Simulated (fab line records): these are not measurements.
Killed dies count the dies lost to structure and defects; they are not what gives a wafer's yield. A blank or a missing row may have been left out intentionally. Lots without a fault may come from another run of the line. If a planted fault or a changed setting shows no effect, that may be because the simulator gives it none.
fab line records + flow n5_finfet
[record]
- lots = 11
- wafers = 33
- last_day = 19
route steps=1938 shown BEOL_M6@1197 PASSIVATION@1936
lots with no fault: from the same line, run without faults
start_h: the number of hours between the record's first day and the start of the first shown wafer of the lot + wait_h: time in hours since the lot's previous step + " as in the row above + L1.1+2: several wafers, shown together as one row + - no value, or no start was given + * or withheld: withheld + < > ~ a bound
route shown NAME@n: names a module that has steps shown in the file, with the first one's number in the route + usual: mean/standard deviation of fault-free wafers + same: alike in all rows + chamber/n: place in a boat + sites: the reading at each site + _std_site: the standard deviation of these + _edge_site: the outer-site mean with the inner-site mean subtracted + radius_mm: how far each site lies from the wafer's centre + mask NAME#n: copy n + behind: the tool/chamber that last shaped the wafer + hold: what put the lot on hold/how long, in hours/how the hold closed + device: names the non-switching transistor (n, p or np) + end of line: the tests these same wafers got at the end of their route + a step with no rows: only its recipe + killed: the dies lost at the first sort to structure and to defects; this is not the yield of the wafer + map: dies across one wafer; x = killed, . = not, _ = none there
set.NAME: the setting as run; set.NAME@STEP: as run at that earlier step + model.NAME: the simulator's own value behind a step, which no gauge read
a sample of lots followed through the steps of the route, with each step as a table and each wafer as a row
services: when a tool's chamber went out of use (start_h, in hours from the record's first day, below 0 if earlier), for how many hours, and the reason
[[steps]]
[step N5_BEOL_M6_PECVD_70]
[recipe]
- material = SiO2
- target_thk_a = 200
- temp_c = 400
- precursor = TEOS/O2
- pressure_torr = 5.5
- rf_w = 450
- teos_flow_sccm = 53.8
- gas = O2
- flow_sccm = 3000
- time_s = 22.7
[usual]
- heater_power_w = 657/74
- showerhead_plenum_p_Torr = 8.79/0.048
- throttle_valve_pct = 22.3/0.61
| lot.wafer | tool     | chamber | start_h | wait_h | heater_power_w | showerhead_plenum_p_Torr | throttle_valve_pct |
|-----------|----------|---------|---------|--------|----------------|--------------------------|--------------------|
| L431.2    | pecvd-03 | 0       | 215.71  | 0.0    | 629            | 8.77                     | 22.7               |
| L431.4    | "        | 1       | "       | "      | 666            | 8.78                     | 22.8               |
| L431.5    | "        | 1       | "       | "      | 659            | 8.83                     | 22.6               |
| L430.2    | pecvd-03 | 0       | 216.54  | 0.0    | 659            | 8.81                     | 22.6               |
| L430.5    | "        | 1       | "       | "      | 750            | 8.79                     | 22.6               |
| L430.6    | "        | 0       | "       | "      | 652            | 8.79                     | 22.7               |
| L439.2    | pecvd-04 | 0       | 266.47  | 0.0    | 659            | 8.74                     | 22.3               |
| L439.3    | "        | 1       | "       | "      | 604            | 8.89                     | 22.7               |
| L439.4    | "        | 1       | "       | "      | 583            | 8.90                     | 22.6               |
| L441.4    | pecvd-03 | 2       | 268.70  | 0.1    | 644            | 8.74                     | 21.7               |
| L441.5    | "        | 1       | "       | "      | 719            | 8.80                     | 22.2               |
| L441.6    | "        | 0       | "       | "      | 682            | 8.74                     | 22.7               |
| L443.4    | pecvd-03 | 1       | 286.70  | 0.1    | 686            | 8.78                     | 22.9               |
| L443.5    | "        | 2       | "       | "      | 582            | 8.75                     | 21.6               |
| L443.6    | "        | 0       | "       | "      | 635            | 8.79                     | 22.8               |
| L447.1    | pecvd-04 | 0       | 309.98  | 0.0    | 629            | 8.76                     | 22.4               |
| L447.2    | "        | 1       | "       | "      | 576            | 8.88                     | 22.8               |
| L447.4    | "        | 0       | "       | "      | 649            | 8.77                     | 22.5               |
| L449.3    | pecvd-04 | 0       | 313.87  | 0.0    | 634            | 8.75                     | 22.2               |
| L449.4    | "        | 2       | "       | "      | 634            | 8.76                     | 21.5               |
| L449.6    | "        | 1       | "       | "      | 686            | 8.88                     | 23.0               |
| L450.1    | pecvd-04 | 0       | 331.83  | 0.0    | 596            | 8.76                     | 22.5               |
| L450.2    | "        | 2       | "       | "      | 619            | 8.78                     | 21.5               |
| L450.5    | "        | 2       | "       | "      | 632            | 8.75                     | 21.6               |
| L452.2    | pecvd-04 | 1       | 332.06  | 0.0    | 605            | 8.89                     | 22.9               |
| L452.3    | "        | 2       | "       | "      | 635            | 8.77                     | 21.8               |
| L452.6    | "        | 1       | "       | "      | 595            | 8.88                     | 22.7               |
| L451.1    | pecvd-01 | 0       | 341.41  | 0.0    | 913            | 8.86                     | 23.6               |
| L451.4    | "        | 1       | "       | "      | 723            | 8.79                     | 22.9               |
| L451.5    | "        | 2       | "       | "      | 780            | 8.88                     | 20.8               |
| L453.3    | pecvd-03 | 2       | 342.11  | 0.0    | 702            | 8.77                     | 21.9               |
| L453.4    | "        | 1       | "       | "      | 696            | 8.78                     | 22.9               |
| L453.5    | "        | 2       | "       | "      | 711            | 8.74                     | 21.9               |
[step N5_BEOL_M6_CD_MEAS_11]
[recipe]
- target_cd_nm = 38.5
- landing_energy_ev = 500
- detector = se_inlens
- polarity = opening
[usual]
- cd_nm = 38.2/0.48
| lot.wafer | tool      | chamber | start_h | wait_h | cd_nm |
|-----------|-----------|---------|---------|--------|-------|
| L431.2    | cd_sem-03 | 0       | 218.63  | -      | 38.2  |
| L431.4    | "         | 0       | "       | "      | 37.6  |
| L431.5    | "         | 0       | "       | "      | 37.5  |
| L430.2    | cd_sem-01 | 0       | 218.97  | -      | 38.3  |
| L430.5    | "         | 0       | "       | "      | 37.8  |
| L430.6    | "         | 0       | "       | "      | 37.7  |
| L439.2    | cd_sem-02 | 0       | 266.99  | -      | 38.7  |
| L439.3    | "         | 0       | "       | "      | 38.7  |
| L439.4    | "         | 0       | "       | "      | 38.3  |
| L441.4    | cd_sem-01 | 0       | 270.69  | -      | 38.0  |
| L441.5    | "         | 0       | "       | "      | 38.7  |
| L441.6    | "         | 0       | "       | "      | 37.5  |
| L443.4    | cd_sem-01 | 0       | 287.82  | -      | 37.4  |
| L443.5    | "         | 0       | "       | "      | 37.7  |
| L443.6    | "         | 0       | "       | "      | 37.9  |
| L447.1    | cd_sem-02 | 0       | 311.20  | -      | 37.5  |
| L447.2    | "         | 0       | "       | "      | 37.5  |
| L447.4    | "         | 0       | "       | "      | 37.5  |
| L449.3    | cd_sem-02 | 0       | 314.84  | -      | 38.4  |
| L449.4    | "         | 0       | "       | "      | 38.4  |
| L449.6    | "         | 0       | "       | "      | 37.7  |
| L450.1    | cd_sem-01 | 0       | 334.34  | -      | 37.8  |
| L450.2    | "         | 0       | "       | "      | 38.1  |
| L450.5    | "         | 0       | "       | "      | 38.3  |
| L452.2    | cd_sem-01 | 0       | 334.55  | -      | 38.4  |
| L452.3    | "         | 0       | "       | "      | 38.9  |
| L452.6    | "         | 0       | "       | "      | 38.2  |
| L451.1    | cd_sem-03 | 0       | 341.84  | -      | 38.3  |
| L451.4    | "         | 0       | "       | "      | 38.6  |
| L451.5    | "         | 0       | "       | "      | 37.7  |
| L453.3    | cd_sem-01 | 0       | 343.13  | -      | 39.0  |
| L453.4    | "         | 0       | "       | "      | 39.2  |
| L453.5    | "         | 0       | "       | "      | 38.2  |
[step N5_BEOL_M6_OVL_MEAS_12]
[recipe]
- points_per_wafer = 44
[usual]
- M6_OVL = 0.1/0.79
| lot.wafer | tool       | chamber | start_h | wait_h | M6_OVL[nm] |
|-----------|------------|---------|---------|--------|------------|
| L431.2    | overlay-01 | 0       | 218.66  | 0.0    | 0.4        |
| L431.4    | "          | 0       | "       | "      | -0.3       |
| L431.5    | "          | 0       | "       | "      | 0.3        |
| L430.2    | overlay-01 | 0       | 219.00  | 0.0    | 0.2        |
| L430.5    | "          | 0       | "       | "      | -0.9       |
| L430.6    | "          | 0       | "       | "      | 0.2        |
| L439.2    | overlay-01 | 0       | 267.02  | 0.0    | -0.5       |
| L439.3    | "          | 0       | "       | "      | 0.8        |
| L439.4    | "          | 0       | "       | "      | 0.3        |
| L441.4    | overlay-01 | 0       | 270.72  | 0.0    | -0.3       |
| L441.5    | "          | 0       | "       | "      | 1.0        |
| L441.6    | "          | 0       | "       | "      | -0.4       |
| L443.4    | overlay-01 | 0       | 287.84  | 0.0    | -0.1       |
| L443.5    | "          | 0       | "       | "      | -0.8       |
| L443.6    | "          | 0       | "       | "      | 0.3        |
| L447.1    | overlay-02 | 0       | 311.23  | 0.0    | 0.5        |
| L447.2    | "          | 0       | "       | "      | 1.5        |
| L447.4    | "          | 0       | "       | "      | 0.9        |
| L449.3    | overlay-01 | 0       | 314.87  | 0.0    | 0.4        |
| L449.4    | "          | 0       | "       | "      | -0.3       |
| L449.6    | "          | 0       | "       | "      | -0.5       |
| L450.1    | overlay-02 | 0       | 334.37  | 0.0    | 0.0        |
| L450.2    | "          | 0       | "       | "      | -1.5       |
| L450.5    | "          | 0       | "       | "      | 0.2        |
| L452.2    | overlay-02 | 0       | 334.58  | 0.0    | 1.2        |
| L452.3    | "          | 0       | "       | "      | -0.3       |
| L452.6    | "          | 0       | "       | "      | 0.5        |
| L451.1    | overlay-02 | 0       | 341.87  | 0.0    | 0.3        |
| L451.4    | "          | 0       | "       | "      | -1.3       |
| L451.5    | "          | 0       | "       | "      | 0.5        |
| L453.3    | overlay-01 | 0       | 343.16  | 0.0    | 0.5        |
| L453.4    | "          | 0       | "       | "      | -1.1       |
| L453.5    | "          | 0       | "       | "      | 0.2        |
[step N5_BEOL_M6_ETCH_62]
[recipe]
- chemistry = N2/H2
- target = SOC
- target_depth_a = 1100
- overetch_a = 220
- mask_material = SiARC
- temp_c = 40
- time_s = 165
- ion_energy_ev = 200
- pressure_mtorr = 30
- source_w = 840
- bias_w = 150
- n2_flow_sccm = 200
- h2_flow_sccm = 200
[usual]
- bias_w = 150.0/0.45
- drypump_motor_current_A = 5.8/0.46
- h2_flow_sccm = 200.1/0.59
- oes_product_au = 0.66/0.079
- rf_vpp_V = 524.8/2.8
- showerhead_plenum_p_Torr = 2.57/0.093
- throttle_valve_pct = 17.87/0.29
| lot.wafer | tool        | chamber | start_h | wait_h | bias_w | drypump_motor_current_A | h2_flow_sccm | oes_product_au | rf_hours_counter_h | rf_vpp_V | showerhead_plenum_p_Torr | throttle_valve_pct |
|-----------|-------------|---------|---------|--------|--------|-------------------------|--------------|----------------|--------------------|----------|--------------------------|--------------------|
| L431.2    | rie_diel-02 | 1       | 219.05  | 0.0    | 149.4  | 5.8                     | 199.8        | 0.60           | 215                | 525.8    | 2.63                     | 18.10              |
| L431.4    | "           | 2       | "       | "      | 149.6  | 6.4                     | 199.5        | 0.69           | -                  | 528.4    | 2.69                     | 17.79              |
| L431.5    | "           | 1       | "       | "      | 149.5  | 5.8                     | 199.0        | 0.60           | -                  | 526.6    | 2.63                     | 18.10              |
| L430.2    | rie_diel-02 | 3       | 219.37  | 0.0    | 150.2  | 4.9                     | 200.2        | 0.59           | 228                | 523.0    | 2.52                     | 18.00              |
| L430.5    | "           | 3       | "       | "      | 150.5  | 4.9                     | 200.1        | 0.59           | -                  | 523.7    | 2.52                     | 17.99              |
| L430.6    | "           | 1       | "       | "      | 149.9  | 5.8                     | 199.3        | 0.60           | -                  | 526.2    | 2.63                     | 18.10              |
| L439.2    | rie_diel-05 | 2       | 267.17  | 0.0    | 174.4  | 5.5                     | 200.5        | 0.60           | 232                | 578.1    | 2.63                     | 17.91              |
| L439.3    | "           | 0       | "       | "      | 174.4  | 5.6                     | 200.1        | 0.59           | 237                | 574.9    | 2.52                     | 18.33              |
| L439.4    | "           | 3       | "       | "      | 174.8  | 6.1                     | 199.6        | 0.61           | 197                | 576.3    | 2.51                     | 17.89              |
| L441.4    | rie_diel-05 | 1       | 271.44  | 0.0    | 174.7  | 6.5                     | 198.7        | 0.79           | 6                  | 584.1    | 2.70                     | 17.69              |
| L441.5    | "           | 0       | "       | "      | 175.3  | 5.6                     | 200.2        | 0.58           | -                  | 574.1    | 2.52                     | 18.32              |
| L441.6    | "           | 1       | "       | "      | 174.6  | 6.5                     | 199.8        | 0.79           | -                  | 581.0    | 2.70                     | 17.68              |
| L443.4    | rie_diel-04 | 1       | 288.08  | 0.1    | 149.9  | 5.3                     | 200.5        | 0.59           | -                  | 527.3    | 2.62                     | 18.25              |
| L443.5    | "           | 0       | "       | "      | 149.7  | 5.6                     | 199.2        | 0.64           | -                  | 520.3    | 2.43                     | 17.39              |
| L443.6    | "           | 2       | "       | "      | 150.0  | 6.1                     | 199.6        | 0.60           | -                  | 519.6    | 2.42                     | 17.94              |
| L447.1    | rie_diel-02 | 3       | 311.38  | 0.0    | 149.4  | 4.9                     | 200.2        | 0.83           | 3                  | 522.6    | 2.51                     | 17.55              |
| L447.2    | "           | 2       | "       | "      | 149.6  | 6.4                     | 201.0        | 0.66           | 117                | 525.4    | 2.68                     | 17.84              |
| L447.4    | "           | 1       | "       | "      | 149.6  | 5.8                     | 200.3        | 0.58           | -                  | 526.6    | 2.62                     | 18.15              |
| L449.3    | rie_diel-04 | 1       | 315.02  | 0.0    | 150.5  | 5.3                     | 200.5        | 0.83           | 0                  | 525.8    | 2.61                     | 17.89              |
| L449.4    | "           | 3       | "       | "      | 150.4  | 5.7                     | 200.0        | 0.79           | 5                  | 526.9    | 2.62                     | 18.06              |
| L449.6    | "           | 0       | "       | "      | 150.1  | 5.6                     | 200.1        | 0.63           | -                  | 519.9    | 2.42                     | 17.39              |
| L450.1    | rie_diel-02 | 0       | 341.87  | 0.1    | 150.0  | 5.8                     | 199.3        | 0.72           | 44                 | 528.1    | 2.68                     | 17.45              |
| L450.2    | "           | 3       | "       | "      | 150.0  | 4.9                     | 199.7        | 0.77           | 20                 | 523.9    | 2.51                     | 17.59              |
| L450.5    | "           | 3       | "       | "      | 150.0  | 4.9                     | 199.6        | 0.77           | -                  | 522.5    | 2.51                     | 17.59              |
| L452.2    | rie_diel-02 | 3       | 343.91  | 0.1    | 150.2  | 4.9                     | 200.0        | 0.78           | 22                 | 522.9    | 2.50                     | 17.60              |
| L452.3    | "           | 3       | "       | "      | 149.6  | 4.9                     | 199.8        | 0.77           | -                  | 522.2    | 2.50                     | 17.59              |
| L452.6    | "           | 3       | "       | "      | 149.9  | 4.9                     | 200.3        | 0.77           | -                  | 523.5    | 2.51                     | 17.59              |
| L451.1    | rie_diel-04 | 2       | 350.20  | 0.0    | 150.0  | 6.1                     | 200.1        | 0.60           | 247                | 518.6    | 2.41                     | 17.97              |
| L451.4    | "           | 3       | "       | "      | 149.4  | 5.7                     | 199.9        | 0.77           | 12                 | 526.1    | 2.62                     | 18.03              |
| L451.5    | "           | 0       | "       | "      | 149.6  | 5.6                     | 200.2        | 0.62           | -                  | 521.3    | 2.42                     | 17.40              |
| L453.3    | rie_diel-02 | 2       | 350.67  | 0.0    | 150.6  | 6.4                     | 200.8        | 0.65           | 127                | 527.0    | 2.67                     | 17.88              |
| L453.4    | "           | 0       | "       | "      | 149.5  | 5.8                     | 199.8        | 0.73           | -                  | 528.3    | 2.68                     | 17.48              |
| L453.5    | "           | 3       | "       | "      | 149.8  | 4.9                     | 201.5        | 0.76           | -                  | 524.5    | 2.50                     | 17.60              |
[step N5_PASSIVATION_PROBE_49]
[usual]
- defect_limited_yield = 91.6/1.4
- killed_at_M0_to_M3 = 35/10
- killed_at_M4_up = 13/4.8
- killed_at_contacts = 12/7.2
- killed_at_front_end = 36/12
- killed_at_other = 4/3.1
- killed_dies = 100/17
- killed_open = 66/13
- killed_short = 32/7.3
- sort_bin_4_leakage = 0.00/0.0099
- sort_bin_5_function = 5.0/0.94
- sort_bin_6_memory = 3.1/0.67
- sort_bin_8_speed = 0.01/0.047
- sort_n_pass = 1080/17
- sort_yield_pct = 91.6/1.4
[same]
- gross_dies = 1180
- killed_at_back_side = 0
| lot.wafer | tool      | chamber | start_h | wait_h | defect_limited_yield[%] | killed_at_M0_to_M3 | killed_at_M4_up | killed_at_contacts | killed_at_front_end | killed_at_other | killed_dies | killed_open | killed_short | sort_bin_4_leakage[%] | sort_bin_5_function[%] | sort_bin_6_memory[%] | sort_bin_8_speed[%] | sort_n_pass | sort_yield_pct[%] |
|-----------|-----------|---------|---------|--------|-------------------------|--------------------|-----------------|--------------------|---------------------|-----------------|-------------|-------------|--------------|-----------------------|------------------------|----------------------|---------------------|-------------|-------------------|
| L441.4    | prober-02 | -       | 376.90  | 0.2    | 91.6                    | 44                 | 12              | 7                  | 23                  | 13              | 99          | 67          | 32           | 0                     | 4.7                    | 3.3                  | 0                   | 1081        | 91.6              |
| L441.5    | prober-02 | -       | 376.95  | 0.2    | 92.1                    | 36                 | 17              | 9                  | 24                  | 7               | 93          | 61          | 32           | 0                     | 4.3                    | 3.6                  | 0                   | 1087        | 92.1              |
| L441.6    | prober-02 | -       | 377.00  | 0.3    | 90.2                    | 38                 | 17              | 10                 | 41                  | 10              | 116         | 78          | 38           | 0                     | 6.0                    | 3.6                  | 0                   | 1064        | 90.2              |
// killed by level:class
L441.4 BEOL_M0_SAQP:geometric_particle:open=10 BEOL_M3:geometric_particle:open=9 FIN_SAQP:geometric_particle:open=8 BEOL_M2:geometric_particle:open=6 MIM_TOP_ETCH:geometric_particle:open=6 BEOL_M3:geometric_particle:short=5 MOL_CONTACT_COAG:geometric_particle:open=4 BEOL_M0_SAQP:geometric_particle:short=4
L441.5 BEOL_M2:geometric_particle:open=9 BEOL_M3:geometric_particle:open=8 MOL_CONTACT_COAG:geometric_particle:open=7 FIN_SAQP:geometric_particle:open=6 GATE_CUT:geometric_particle:short=5 BEOL_M0_SAQP:geometric_particle:open=5 BEOL_M4:geometric_particle:short=5 BEOL_M5:geometric_particle:open=5
L441.6 FIN_SAQP:geometric_particle:open=13 MOL_CONTACT_COAG:geometric_particle:open=8 BEOL_M3:geometric_particle:open=8 BEOL_M0_SAQP:geometric_particle:short=7 BEOL_M0_SAQP:geometric_particle:open=7 FIN_SAQP:geometric_particle:short=6 STI_FIN_REVEAL:geometric_particle:open=6 BEOL_M5:geometric_particle:open=6
[[services]]
| tool        | chamber | start_h | hours | kind                          |
|-------------|---------|---------|-------|-------------------------------|
| pecvd-03    | -       | 193.06  | 0.3   | repair                        |
| pecvd-01    | -       | 200.24  | 6.0   | pm                            |
| rie_diel-02 | 0       | 205.33  | -     | clean                         |
| rie_diel-02 | 0       | 205.33  | -     | consumable_replace:focus_ring |
| rie_diel-02 | 0       | 205.33  | -     | consumable_replace:showerhead |
| rie_diel-02 | 0       | 205.33  | 23.1  | scheduled_down                |
| rie_diel-02 | 0       | 205.33  | 23.1  | vent_cycle                    |
| pecvd-04    | 0       | 207.47  | 14.5  | repair                        |
| pecvd-03    | 0       | 226.34  | 12.3  | repair                        |
| rie_diel-02 | 1       | 236.01  | 1.8   | repair                        |
| rie_diel-04 | -       | 241.54  | 0.5   | repair                        |
| rie_diel-02 | -       | 268.92  | 2.8   | pm                            |
| rie_diel-02 | 3       | 279.76  | -     | clean                         |
| rie_diel-02 | 3       | 279.76  | -     | consumable_replace:focus_ring |
| rie_diel-02 | 3       | 279.76  | 24.2  | scheduled_down                |
| rie_diel-02 | 3       | 279.76  | 24.2  | vent_cycle                    |
| rie_diel-05 | 2       | 293.30  | 10.5  | repair                        |
| rie_diel-05 | -       | 300.33  | 0.8   | repair                        |
| rie_diel-02 | 0       | 304.01  | 13.7  | repair                        |
| pecvd-03    | 0       | 308.66  | 4.7   | repair                        |
| rie_diel-04 | -       | 328.22  | 20.3  | repair                        |
| rie_diel-02 | 2       | 329.23  | 17.8  | repair                        |
| rie_diel-05 | -       | 333.67  | 14.6  | pm                            |
| pecvd-03    | -       | 337.93  | 0.8   | pm                            |
[[key]]
[first_sign]
- step = N5_BEOL_M6_ETCH_62
- reading = bias_w
- direction = up
- sigmas = 55
- usual = *
- struck = *
[effect]
- step = N5_BEOL_M6_ETCH_62
- reading = rf_vpp_V
- direction = up
- sigmas = 19
- usual = 524.8
- struck = 578.1
met_at N5_BEOL_M6_ETCH_62
struck_lots L439,L441
not_acting_at N5_BEOL_M6_PECVD_70,N5_BEOL_M6_CD_MEAS_11,N5_BEOL_M6_OVL_MEAS_12
[fault]
- kind = process_parameter_drift
- tool = rie_diel-05
- chamber = -
- onset_h = 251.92
- steps = N5_BEOL_M6_ETCH_62
- channel = bias_w
- offset = *
- shape = step
- end_h = 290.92
- acts_in = *
- stated = *
